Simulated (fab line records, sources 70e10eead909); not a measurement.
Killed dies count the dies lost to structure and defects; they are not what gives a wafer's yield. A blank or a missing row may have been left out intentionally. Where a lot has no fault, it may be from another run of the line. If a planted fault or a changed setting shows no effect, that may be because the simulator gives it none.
Chamber matching + flow nandHarc + 3 sister chambers for NHARC_A_ONON_D2_DEP_33 on pecvd-03
The step deposits SiO2, target thk 200 nm. 6 wafers are shown with their chamber, then 9 later ones without.

== EACH WAFER AND ITS CHAMBER ==
| wafer  | chamber | throttleValvePct (%) | flowSccm (sccm) |
|--------|---------|----------------------|-----------------|
| L085.5 | 0       | 16.0                 | 2658            |
| L088.5 | 1       | 16.6                 | 2641            |
| L088.6 | 2       | 15.5                 | 2660            |
| L087.1 | 0       | 16.3                 | 2654            |
| L087.3 | 2       | 15.7                 | 2647            |
| L087.6 | 1       | 16.6                 | 2638            |

== WAFERS WHOSE CHAMBER IS MISSING ==
| wafer  | throttleValvePct (%) | flowSccm (sccm) |
|--------|----------------------|-----------------|
| L091.1 | 15.9                 | 2635            |
| L091.2 | 16.4                 | 2645            |
| L091.5 | 16.6                 | 2659            |
| L093.1 | 16.6                 | 2634            |
| L093.2 | 16.3                 | 2650            |
| L093.6 | 16.2                 | 2659            |
| L095.1 | 16.5                 | 2647            |
| L095.2 | 16.2                 | 2655            |
| L095.5 | 16.8                 | 2651            |

== THE CHAMBER EACH PASSED THROUGH ==
| wafer  | from the rows above          | in truth |
|--------|------------------------------|----------|
| L091.1 | can't be placed: 2 or 0 or 1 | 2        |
| L091.2 | can't be placed: 1 or 0      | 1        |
| L091.5 | can't be placed: 0 or 1      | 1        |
| L093.1 | 1                            | 1        |
| L093.2 | can't be placed: 0 or 1      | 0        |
| L093.6 | 0                            | 0        |
| L095.1 | can't be placed: 1 or 0      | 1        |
| L095.2 | 0                            | 0        |
| L095.5 | 1                            | 1        |
4 of 9 placed correctly. Not placeable from these rows: 5 (in 5, the candidates include the true chamber). 0 placed wrongly.
How it was worked out, from the rows above alone: a wafer's distance from a chamber is the root of the sum, over the readings, of the square of ((its reading less the chamber's mean) divided by the reading's scatter). If the next closest chamber is less than 2 further off than the closest, the wafer can't be placed; otherwise it belongs to the closest. The mean given for a chamber averages the wafers shown for that chamber. The scatter is the square root of a quotient: the sum, over the shown wafers, of each reading's squared deviation from its chamber's mean, divided by wafers minus chambers.
